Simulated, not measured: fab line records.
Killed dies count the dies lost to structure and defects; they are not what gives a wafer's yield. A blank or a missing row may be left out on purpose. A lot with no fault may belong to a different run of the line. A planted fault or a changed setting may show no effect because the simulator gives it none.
Split-lot study -- flow n5_finfet -- 39 wafers read across 7 lots, on a route 1938 steps long

== ABOUT THE SPLIT ==
At N5_HKMG_FIN_DEVELOP_11 (develop time 30 s), the setting develop_time_s was moved away from the recipe's 30 s on 9 of the 39 wafers read, by -59.4% to +42.5%. This setting was run at the recipe's value on the other wafers.

There is no step in the file separating the split from the reading.

== THE READING ==
cd_nm, in nm, at N5_HKMG_FIN_CD_MEAS_12 (target cd 92.8 nm). Typical for fault-free wafers on this fab line: 93.2 nm, with standard deviation 0.48 nm.

wafer,"tool, chamber at the split","develop_time_s as run, s",against the recipe,"cd_nm, nm",against lot-mates on the recipe
L075.1,"litho_track-01, 0",30,recipe,93.0,-
L075.2,"litho_track-01, 0",30,recipe,92.8,-
L075.3,"litho_track-01, 0",30,recipe,92.7,-
L075.4,"litho_track-01, 0",30,recipe,92.9,-
L075.5,"litho_track-01, 0",30,recipe,93.1,-
L075.6,"litho_track-01, 0",30,recipe,93.2,-
L083.1,"litho_track-02, 0",30,recipe,93.2,-
L083.2,"litho_track-02, 0",30,recipe,93.9,-
L083.6,"litho_track-02, 0",30,recipe,93.0,-
L085.1,"litho_track-02, 0",30,recipe,94.4,-
L085.2,"litho_track-02, 0",30,recipe,93.9,-
L085.3,"litho_track-02, 0",30,recipe,94.0,-
L085.4,"litho_track-02, 0",30,recipe,93.6,-
L085.5,"litho_track-02, 0",30,recipe,93.3,-
L085.6,"litho_track-02, 0",30,recipe,94.1,-
L086.1,"litho_track-01, 0",12.18,-59.4%,88.3,-4.6
L086.2,"litho_track-01, 0",30,recipe,92.7,-
L086.3,"litho_track-01, 0",30,recipe,93.0,-
L086.4,"litho_track-01, 0",30,recipe,93.0,-
L086.5,"litho_track-01, 0",12.18,-59.4%,88.1,-4.8
L086.6,"litho_track-01, 0",12.18,-59.4%,87.6,-5.3
L088.1,"litho_track-01, 0",30,recipe,93.4,-
L088.2,"litho_track-01, 0",30,recipe,93.3,-
L088.3,"litho_track-01, 0",18.71,-37.6%,91.5,-1.9
L088.4,"litho_track-01, 0",18.71,-37.6%,90.5,-2.9
L088.5,"litho_track-01, 0",30,recipe,93.6,-
L088.6,"litho_track-01, 0",18.71,-37.6%,91.3,-2.1
L089.1,"litho_track-01, 0",30,recipe,94.0,-
L089.2,"litho_track-01, 0",30,recipe,93.8,-
L089.3,"litho_track-01, 0",30,recipe,93.7,-
L089.4,"litho_track-01, 0",30,recipe,93.9,-
L089.5,"litho_track-01, 0",30,recipe,94.0,-
L089.6,"litho_track-01, 0",30,recipe,93.9,-
L091.1,"litho_track-01, 0",42.75,+42.5%,95.0,+1.1
L091.2,"litho_track-01, 0",42.75,+42.5%,95.3,+1.4
L091.3,"litho_track-01, 0",30,recipe,94.0,-
L091.4,"litho_track-01, 0",30,recipe,94.1,-
L091.5,"litho_track-01, 0",30,recipe,93.7,-
L091.6,"litho_track-01, 0",42.75,+42.5%,95.0,+1.1

FIT RESULTS
A straight line over all 39 wafers: cd_nm changes by +0.0704 nm for each +1% of develop_time_s; r = +0.92; the points scatter about the line by 0.69 nm.
The same after taking each lot's own level away (the mean of its wafers on the recipe; 39 wafers): +0.0618 nm for each +1%; r = +0.93; scatter 0.56 nm.
Per that fit: largest develop_time_s move, reading shift of 3.7 nm.
The span of the lots' own levels, 92.90 to 93.93 nm, comes to 2.2 times the standard deviation stated above.
So the lot-to-lot level changes the slope: the two fits differ.
Check: for one of the wafers moved furthest among these (-59.4%), held out of the fit, the line's prediction against its lot-mates is -3.72 nm. It came out at -4.6 nm against them.

== THESE WAFERS: OTHER SPLITS ==
Other splits were also applied to these wafers ahead of the reading. Each is held against what the fit with the lots' levels taken away leaves over:
other split on the same wafers,wafers away from the commonest value,r with cd_nm (lot level and that fit taken away)
N5_ZERO_LAYER_DEVELOP_10 develop_time_s,18,+0.23
N5_FIN_SAQP_SPACER1_ALD_24 ald_cycles,9,-0.06
N5_SD_EPI_P_EPI_21 epi_growth_time_s,18,-0.26

== FILE'S OWN FIT ==
cd_nm changes by +0.0635 nm for each +1% of develop_time_s, r = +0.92.
